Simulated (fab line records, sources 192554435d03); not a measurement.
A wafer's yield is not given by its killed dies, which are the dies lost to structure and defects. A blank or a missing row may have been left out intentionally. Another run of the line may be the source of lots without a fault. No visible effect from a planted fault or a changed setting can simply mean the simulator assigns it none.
Which tool was responsible?	flow n5-finfet	Sampling: 15 lots, 42 wafers, 8 of 1938 route steps

WHAT THE GAUGES READ, wafer by wafer
N5_BEOL_M4_CD_MEAS_18: pitch 36 nm, target cd 18 nm.
lot	measured	on	cd-nm (nm)
L351	day 10 01:56	cd-sem-02	17.9 18.2 18.7
L354	day 10 17:50	cd-sem-01	17.1 18.0 17.6
L356	day 10 21:28	cd-sem-03	18.7 18.8 18.2
L355	day 11 07:14	cd-sem-03	17.8 16.9
L358	day 11 11:46	cd-sem-03	18.3 18.1 18.0
L357	day 11 11:40	cd-sem-02	18.6 17.1 18.3
L361	day 12 06:55	cd-sem-03	17.8 18.5 17.7
L362	day 13 12:17	cd-sem-01	18.2 17.0 17.5
L363	day 13 12:16	cd-sem-01	18.4 17.7
L364	day 13 13:26	cd-sem-01	18.1 17.8 18.8
L366	day 13 22:57	cd-sem-03	17.4 17.1
L367	day 14 04:05	cd-sem-03	- - -
L368	day 14 05:12	cd-sem-02	- - -
L369	day 14 17:07	cd-sem-02	- - -
L371	day 15 13:01	cd-sem-01	17.5 17.7 17.2

N5_BEOL_M4_RC_MEAS_101.
lot	measured	on	DIBL_N (mV/V)	DIBL_P (mV/V)	IOFF_N (nA/um)	IOFF_P (nA/um)	ION_N (uA/um)	ION_P (uA/um)	SS_N (mV/dec)	SS_P (mV/dec)	VT_N (mV)	VT_P (mV)
L351	day 12 01:04	prober-02	42.7 36.7 42.0	41.4 34.8 40.6	0.26 0.13 0.25	0.31 0.18 0.30	704 672 707	480 465 482	73.3 71.3 72.9	74.6 72.9 74.4	244 254 245	-245 -254 -247
L354	day 12 17:31	prober-02	36.9 40.1 35.0	37.8 40.5 34.6	0.16 0.25 0.14	0.22 0.27 0.18	654 685 679	455 462 455	71.3 73.1 71.2	74.1 74.9 73.2	252 244 250	-251 -249 -253
L356	day 13 10:34	prober-01	40.2 39.1 38.9	40.8 39.3 38.2	0.22 0.21 0.19	0.27 0.24 0.22	673 687 662	456 465 449	72.8 72.5 71.9	74.5 73.8 73.5	246 247 251	-248 -248 -251
L355	day 13 17:46	prober-01	36.3 39.2	37.5 41.1	0.16 0.23	0.21 0.26	684 700	469 471	72.1 72.5	73.8 75.4	252 245	-249 -248
L358	day 13 21:57	prober-01	37.6 40.3 38.8	36.9 38.5 38.6	0.16 0.23 0.18	0.23 0.25 0.24	664 682 670	460 461 455	72.0 72.7 71.5	74.0 74.1 73.5	250 247 251	-249 -245 -250
L357	day 13 18:59	prober-02	38.7 36.7 37.4	39.1 36.1 39.1	0.19 0.15 0.18	0.25 0.18 0.25	679 680 695	459 458 471	72.9 72.5 72.8	74.1 73.9 74.3	248 250 251	-251 -256 -250
L361	day 14 15:04	prober-02	40.5 34.8 39.7	39.8 32.8 38.2	0.25 0.13 0.21	0.26 0.16 0.23	689 669 681	464 452 462	72.8 70.7 72.7	74.4 72.4 73.4	242 250 246	-247 -253 -252
L362	day 15 17:26	prober-01	34.6 36.4 39.1	35.0 37.2 40.1	0.14 0.16 0.21	0.19 0.22 0.27	668 673 685	461 461 458	70.6 71.1 72.7	73.0 73.6 73.4	249 251 247	-250 -251 -248
L363	day 15 14:21	prober-01	35.0 41.1	35.0 41.9	0.15 0.26	0.20 0.31	691 679	476 465	70.9 72.4	72.8 74.6	248 243	-250 -243
L364	day 15 08:53	prober-01	40.9 37.4 37.9	40.7 36.3 36.6	0.22 0.16 0.16	0.30 0.22 0.22	692 676 679	477 468 471	72.4 71.1 71.7	74.6 73.8 73.2	244 248 250	-242 -250 -249
L366	day 15 12:55	prober-02	37.3 38.1	36.6 37.9	0.16 0.19	0.23 0.25	680 676	463 459	72.0 72.4	74.3 73.7	252 249	-250 -246
L371	day 17 05:06	prober-02	39.4 36.0 38.5	38.3 34.0 39.8	0.22 0.17 0.22	0.26 0.19 0.30	685 680 688	469 459 471	73.2 71.6 71.4	73.9 72.8 73.6	245 249 244	-247 -251 -246

EACH LOT AND THE TOOL THAT RAN IT (in order: tool; ch and the chambers of the sampled wafers; start)
lot	N5_BEOL_M3_ANNEAL_93	N5_BEOL_M3_ANNEAL_95	N5_BEOL_M4_ETCH_74	N5_BEOL_M4_ETCH_63	N5_BEOL_M4_ETCH_64	N5_BEOL_M4_HM_OPEN_17
L351	pvd-sputter-01, day 9 19:29	pvd-sputter-01, day 9 19:42	rie-diel-01 ch 1,2,3, day 10 01:26	rie-diel-01 ch 1,2,3, day 10 01:28	rie-diel-01 ch 1,2,3, day 10 01:29	rie-metal-01 ch 0,1, day 10 01:40
L354	pvd-sputter-02, day 10 14:05	pvd-sputter-02, day 10 14:19	rie-diel-01 ch 2,3, day 10 17:16	rie-diel-01 ch 2,3, day 10 17:17	rie-diel-01 ch 2,3, day 10 17:19	rie-metal-02 ch 0,1, day 10 17:40
L356	pvd-sputter-02, day 10 17:50	pvd-sputter-02, day 10 18:03	rie-diel-05 ch 0,3, day 10 21:03	rie-diel-05 ch 0,3, day 10 21:04	rie-diel-05 ch 0,3, day 10 21:06	rie-metal-01 ch 0,1, day 10 21:17
L355	pvd-sputter-01, day 11 04:17	pvd-sputter-01, day 11 04:30	rie-diel-04 ch 0,2, day 11 06:50	rie-diel-04 ch 0,2, day 11 06:52	rie-diel-04 ch 0,2, day 11 06:56	rie-metal-01 ch 0, day 11 07:05
L358	pvd-sputter-03, day 11 05:59	pvd-sputter-03, day 11 06:12	rie-diel-01 ch 1,3, day 11 11:17	rie-diel-01 ch 1,3, day 11 11:19	rie-diel-01 ch 1,3, day 11 11:20	rie-metal-02 ch 0,1, day 11 11:35
L357	pvd-sputter-01, day 11 06:07	pvd-sputter-01, day 11 06:20	rie-diel-04 ch 0,2,3, day 11 11:11	rie-diel-04 ch 0,2,3, day 11 11:13	rie-diel-04 ch 0,2,3, day 11 11:14	rie-metal-01 ch 0,1, day 11 11:29
L361	pvd-sputter-02, day 12 03:26	pvd-sputter-02, day 12 03:39	rie-diel-04 ch 1,2, day 12 06:31	rie-diel-04 ch 1,2, day 12 06:32	rie-diel-04 ch 1,2, day 12 06:34	rie-metal-03 ch 0,1, day 12 06:46
L362	pvd-sputter-02, day 13 06:05	pvd-sputter-02, day 13 06:18	rie-diel-01 ch 2,3, day 13 11:07	rie-diel-01 ch 2,3, day 13 11:08	rie-diel-01 ch 2,3, day 13 11:09	rie-metal-03 ch 0,1, day 13 12:05
L363	pvd-sputter-03, day 13 06:35	pvd-sputter-03, day 13 06:49	rie-diel-05 ch 2,3, day 13 11:25	rie-diel-05 ch 2,3, day 13 11:27	rie-diel-05 ch 2,3, day 13 11:31	rie-metal-02 ch 0,1, day 13 12:08
L364	pvd-sputter-01, day 13 09:13	pvd-sputter-01, day 13 09:26	rie-diel-05 ch 1,2, day 13 12:17	rie-diel-05 ch 1,2, day 13 12:18	rie-diel-05 ch 1,2, day 13 12:20	rie-metal-01 ch 0,1, day 13 13:11
L366	pvd-sputter-03, day 13 18:53	pvd-sputter-03, day 13 19:07	rie-diel-01 ch 0,3, day 13 22:33	rie-diel-01 ch 0,3, day 13 22:34	rie-diel-01 ch 0,3, day 13 22:38	rie-metal-03 ch 0,1, day 13 22:47
L367	pvd-sputter-02, day 13 23:04	pvd-sputter-02, day 13 23:17	rie-diel-01 ch 0,1,2, day 14 02:16	rie-diel-01 ch 0,1,2, day 14 02:17	rie-diel-01 ch 0,1,2, day 14 02:19	rie-metal-01 ch 0,1, day 14 03:56
L368	pvd-sputter-02, day 14 01:13	pvd-sputter-02, day 14 01:26	rie-diel-01 ch 0,1,3, day 14 04:48	rie-diel-01 ch 0,1,3, day 14 04:49	rie-diel-01 ch 0,1,3, day 14 04:51	rie-metal-01 ch 0,1, day 14 05:01
L369	pvd-sputter-03, day 14 13:32	pvd-sputter-03, day 14 13:46	rie-diel-01 ch 0,1,2, day 14 16:43	rie-diel-01 ch 0,1,2, day 14 16:44	rie-diel-01 ch 0,1,2, day 14 16:46	rie-metal-01 ch 0,1, day 14 16:56
L371	pvd-sputter-01, day 15 10:13	pvd-sputter-01, day 15 10:26	rie-diel-01 ch 0,1,3, day 15 12:37	rie-diel-01 ch 0,1,3, day 15 12:38	rie-diel-01 ch 0,1,3, day 15 12:40	rie-metal-01 ch 0,1, day 15 12:50
- N5_BEOL_M3_ANNEAL_93: time 240 s.
- N5_BEOL_M3_ANNEAL_95: time 240 s.
- N5_BEOL_M4_ETCH_74: etches underlayer in N2/H2, target depth 6.5 nm, time 5.2 s.
- N5_BEOL_M4_ETCH_63: etches SiARC in CF4, target depth 15.6 nm, time 26 s.
- N5_BEOL_M4_ETCH_64: etches SOC in N2/H2, target depth 75 nm, overetch 22.5 nm, time 121.9 s.
- N5_BEOL_M4_HM_OPEN_17: chemistry Cl2/BCl3, target TiN, target depth 20 nm, overetch 6 nm.

AS READ BY THE TOOLS THEMSELVES (means over the sampled wafers that have a number; for cases with no such wafer, the mark the record gives instead)
N5_BEOL_M3_ANNEAL_93.
lot	tool	heater-power-w (W)
L351	pvd-sputter-01	853
L354	pvd-sputter-02	828
L356	pvd-sputter-02	852
L355	pvd-sputter-01	770
L358	pvd-sputter-03	870
L357	pvd-sputter-01	763
L361	pvd-sputter-02	756
L362	pvd-sputter-02	821
L363	pvd-sputter-03	770
L364	pvd-sputter-01	838
L366	pvd-sputter-03	884
L367	pvd-sputter-02	903
L368	pvd-sputter-02	822
L369	pvd-sputter-03	832
L371	pvd-sputter-01	846

N5_BEOL_M3_ANNEAL_95.
lot	tool	heater-power-w (W)
L351	pvd-sputter-01	853
L354	pvd-sputter-02	829
L356	pvd-sputter-02	848
L355	pvd-sputter-01	780
L358	pvd-sputter-03	882
L357	pvd-sputter-01	777
L361	pvd-sputter-02	743
L362	pvd-sputter-02	834
L363	pvd-sputter-03	768
L364	pvd-sputter-01	854
L366	pvd-sputter-03	890
L367	pvd-sputter-02	899
L368	pvd-sputter-02	835
L369	pvd-sputter-03	834
L371	pvd-sputter-01	838

N5_BEOL_M4_ETCH_74.
lot	tool	bias-w (W)	chamber-pressure-mTorr (mTorr)	drypump-motor-current-A (A)	etch-rf-on-time-s (s)	oes-product-au (a.u.)	rf-vpp-V (V)	showerhead-plenum-p-Torr (Torr)	throttle-valve-pct (%)
L351	rie-diel-01	149.7	30.03	6.0	5.28	0.60	523.3	2.52	17.86
L354	rie-diel-01	149.9	29.99	5.9	5.24	0.61	523.1	2.53	17.74
L356	rie-diel-05	149.8	30.02	6.0	5.08	0.71	526.9	2.67	17.40
L355	rie-diel-04	149.6	29.97	5.4	5.10	0.73	524.8	2.52	17.74
L358	rie-diel-01	150.5	30.01	6.1	5.22	0.74	522.7	2.50	17.75
L357	rie-diel-04	150.0	30.02	5.5	5.07	0.68	524.2	2.55	17.83
L361	rie-diel-04	149.9	30.01	6.1	5.22	0.70	525.1	2.58	17.96
L362	rie-diel-01	149.9	29.99	6.1	5.34	0.60	522.9	2.51	17.76
L363	rie-diel-05	150.0	30.04	6.2	5.24	0.70	526.0	2.62	17.65
L364	rie-diel-05	149.8	30.04	6.1	5.14	0.72	526.0	2.66	18.02
L366	rie-diel-01	150.0	30.00	6.3	5.27	0.62	524.9	2.60	17.90
L367	rie-diel-01	150.2	30.04	5.9	5.18	0.67	523.1	2.56	17.92
L368	rie-diel-01	150.0	30.00	6.2	5.29	0.67	523.9	2.56	17.87
L369	rie-diel-01	149.9	29.99	5.9	5.21	0.67	524.3	2.56	17.93
L371	rie-diel-01	150.0	30.01	6.2	5.30	0.65	523.1	2.55	17.90

N5_BEOL_M4_ETCH_63.
lot	tool	bias-w (W)	cf4-flow-sccm (sccm)	drypump-motor-current-A (A)	etch-rf-on-time-s (s)	oes-product-au (a.u.)	rf-vpp-V (V)	showerhead-plenum-p-Torr (Torr)	throttle-valve-pct (%)
L351	rie-diel-01	36.03	99.85	5.9	26.2	0.60	184.2	2.12	15.64
L354	rie-diel-01	36.04	99.86	5.9	26.2	0.62	183.7	2.12	15.51
L356	rie-diel-05	36.01	99.93	6.0	25.1	0.71	185.2	2.24	15.30
L355	rie-diel-04	35.98	99.91	5.4	25.5	0.74	184.6	2.13	15.50
L358	rie-diel-01	35.97	99.97	6.1	26.3	0.75	184.0	2.11	15.46
L357	rie-diel-04	36.09	100.29	5.5	25.4	0.68	184.5	2.14	15.60
L361	rie-diel-04	35.99	99.65	6.1	25.9	0.72	184.5	2.16	15.56
L362	rie-diel-01	36.04	99.89	6.1	26.7	0.59	184.2	2.11	15.53
L363	rie-diel-05	36.00	100.05	6.2	26.4	0.70	184.8	2.21	15.45
L364	rie-diel-05	35.89	99.79	6.1	26.0	0.71	184.7	2.23	15.61
L366	rie-diel-01	36.16	100.05	6.3	26.9	0.62	184.8	2.17	15.54
L367	rie-diel-01	-	-	-	-	-	-	-	-
L368	rie-diel-01	-	-	-	-	-	-	-	-
L369	rie-diel-01	-	-	-	-	-	-	-	-
L371	rie-diel-01	35.97	100.07	6.2	26.6	0.65	183.9	2.14	15.57

N5_BEOL_M4_ETCH_64.
lot	tool	bias-w (W)	chamber-pressure-mTorr (mTorr)	drypump-motor-current-A (A)	oes-product-au (a.u.)	rf-vpp-V (V)	showerhead-plenum-p-Torr (Torr)	throttle-valve-pct (%)
L351	rie-diel-01	149.9	30.019	6.0	0.54	522.6	2.52	17.82
L354	rie-diel-01	149.7	30.015	5.8	0.54	523.3	2.53	17.69
L356	rie-diel-05	150.2	29.980	6.0	0.62	528.1	2.67	17.36
L355	rie-diel-04	149.7	30.008	5.5	0.66	524.2	2.52	17.68
L358	rie-diel-01	149.6	29.996	6.1	0.66	522.7	2.50	17.70
L357	rie-diel-04	150.0	29.983	5.5	0.60	524.3	2.55	17.79
L361	rie-diel-04	150.5	30.004	6.1	0.64	523.9	2.58	17.92
L362	rie-diel-01	150.0	29.998	6.1	0.54	523.4	2.51	17.69
L363	rie-diel-05	149.8	29.991	6.2	0.62	525.6	2.62	17.63
L364	rie-diel-05	150.3	30.003	6.1	0.64	527.0	2.66	17.99
L366	rie-diel-01	149.9	30.002	6.3	0.56	525.3	2.60	17.88
L367	rie-diel-01	149.9	30.008	5.9	0.30	524.4	2.56	17.84
L368	rie-diel-01	150.5	30.033	6.2	0.30	525.2	2.56	17.79
L369	rie-diel-01	150.3	29.985	5.9	0.29	525.1	2.56	17.84
L371	rie-diel-01	149.7	29.995	6.2	0.59	523.7	2.55	17.86

N5_BEOL_M4_HM_OPEN_17.
lot	tool	drypump-motor-current-A (A)	he-backside-leak-sccm (sccm)	oes-product-au (a.u.)	throttle-valve-pct (%)
L351	rie-metal-01	6.3	3.27	0.64	21.8
L354	rie-metal-02	5.4	3.61	0.63	22.2
L356	rie-metal-01	6.4	3.37	0.65	21.7
L355	rie-metal-01	6.4	3.22	0.68	21.4
L358	rie-metal-02	5.4	3.42	0.61	22.4
L357	rie-metal-01	6.4	3.35	0.65	21.6
L361	rie-metal-03	6.0	3.33	0.73	21.9
L362	rie-metal-03	6.0	3.36	0.72	22.0
L363	rie-metal-02	5.4	3.25	0.61	22.3
L364	rie-metal-01	6.4	3.38	0.64	21.7
L366	rie-metal-03	6.1	3.29	0.74	21.9
L367	rie-metal-01	6.4	3.25	0.28	22.3
L368	rie-metal-01	6.4	3.41	0.28	22.3
L369	rie-metal-01	6.4	3.39	0.28	22.3
L371	rie-metal-01	6.3	3.33	0.61	21.8

THE ANSWER, worked out from the rows above alone
Rule: the usual values come from the lots themselves. Put in order of their means at a reading, lots are off if they are a third of the lots or fewer, leave a main group of 4 or more, and stand apart from it by a gap of 3 or more times the standard deviation of the main group's means; of several such gaps the widest counts. A main group is skipped when, at the precision printed for the reading in the tables above, its means are all equal. A lot without any number at a reading at which 4 lots or more have one is off too. All remaining lots with rows at the step are treated as sound. After the gauges, taken in route order, come the tools' own readings; for these a lot's mean is taken, as printed above. The first step at which some lot is off is used, and at that step the reading that is off furthest; a lot without a number counts as furthest.
Off: L367, L368, L369, at N5_BEOL_M4_CD_MEAS_18 (cd-nm). Without a number there: L367, L368, L369. Main group: mean 17.9 nm, sd 0.4.
If a tool, at a process step before that reading, ran all the lots that are off and no sound lot after the first of them, it fits. Not tried: the gauges at N5_BEOL_M4_CD_MEAS_18; whatever is off there is also off at N5_BEOL_M4_ETCH_63, on other tools, and gauge error can't account for it. Of those tried, none fits.

WHAT THE SIMULATOR HAD PUT IN
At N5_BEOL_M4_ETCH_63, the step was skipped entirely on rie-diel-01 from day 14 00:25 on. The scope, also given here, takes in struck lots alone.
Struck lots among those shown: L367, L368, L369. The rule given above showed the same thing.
